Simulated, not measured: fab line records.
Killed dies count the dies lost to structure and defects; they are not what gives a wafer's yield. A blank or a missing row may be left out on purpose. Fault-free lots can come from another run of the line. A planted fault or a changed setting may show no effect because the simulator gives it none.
Which of the tools did it? ; flow nandHarc ; 6 lots with 18 wafers sampled at 5 steps, on a route of 1159 steps

== WHAT THE GAUGES READ, wafer by wafer ==
NHARC_END_SORT_01.
lot;measured;on;killedAtArray
L287;day 22 17:11;prober-01;669 670 15

== WHICH TOOL RAN EACH LOT (tool, then ch and the chambers of the sampled wafers, then the start) ==
lot;NHARC_A_SGD_CUT_ETCH_16;NHARC_A_SGD_CUT_STRIP_28;NHARC_A_WL_FILL_ETCHBACK_04;NHARC_A_WL_FILL_ETCHBACK_26
L275;rieDiel-01 ch 1,2,3, day 16 04:26 or earlier;rieDiel-11 ch 0,1, day 16 04:26 or earlier;rieMetal-02 ch 0, day 16 04:26;rieSi-05 ch 1,2, day 16 23:07
L279;rieDiel-05 ch 1,3, day 16 00:01 or earlier;rieDiel-11 ch 0,1,3, day 16 00:01;rieMetal-02 ch 0, day 17 02:14;rieSi-06 ch 0,2,3, day 17 15:34
L287;rieDiel-11 ch 0,2,3, day 18 08:58 or earlier;rieDiel-11 ch 0,3, day 18 08:58 or earlier;rieMetal-03 ch 0,1, day 18 08:58;rieSi-01 ch 1,2, day 19 00:23
L288;rieDiel-11 ch 2,3, day 19 08:46 or earlier;rieDiel-01 ch 0,1,2, day 19 08:46 or earlier;rieMetal-01 ch 0,1, day 19 08:46;rieSi-05 ch 0,1,3, day 20 05:47
L294;rieDiel-05 ch 1,3, day 19 23:15 or earlier;rieDiel-11 ch 1,2, day 19 23:15 or earlier;rieMetal-02 ch 0,1, day 19 23:15;rieSi-06 ch 0,2, day 20 17:09
L297;rieDiel-01 ch 0,2,3, day 20 05:26 or earlier;rieDiel-05 ch 0,1,3, day 20 05:26;rieMetal-02 ch 0,1, day 21 02:58;rieSi-01 ch 0,1,3, day 21 18:48
- NHARC_A_SGD_CUT_ETCH_16: etches the open film in C4F8/O2/Ar, target depth 310.5 nm, time 155.2 s.
- NHARC_A_SGD_CUT_STRIP_28: strips in O2, time 20 s.
- NHARC_A_WL_FILL_ETCHBACK_04: etches the open film in NF3, target depth 60 nm, time 120 s.
- NHARC_A_WL_FILL_ETCHBACK_26: etches the open film in HBr, target depth 52 nm, time 13.3 s.

== THE ANSWER, worked out from the rows above alone ==
Rule: usual is defined by the lots themselves. Put in order of their means at a reading, lots are off if they are a third of the lots or fewer, leave a main group of 4 or more, and stand apart from it by a gap of 3 or more times the standard deviation of the main group's means; of several such gaps the widest counts. A main group whose means are all the same, to the digits that the tables above print for the reading, isn't used. Also off: a lot with no number at a reading for which 4 or more lots have one. All remaining lots with rows at the step are treated as sound.
None of the lots is off at any reading shown; this tells nothing.

== WHAT THE SIMULATOR PUT IN ==
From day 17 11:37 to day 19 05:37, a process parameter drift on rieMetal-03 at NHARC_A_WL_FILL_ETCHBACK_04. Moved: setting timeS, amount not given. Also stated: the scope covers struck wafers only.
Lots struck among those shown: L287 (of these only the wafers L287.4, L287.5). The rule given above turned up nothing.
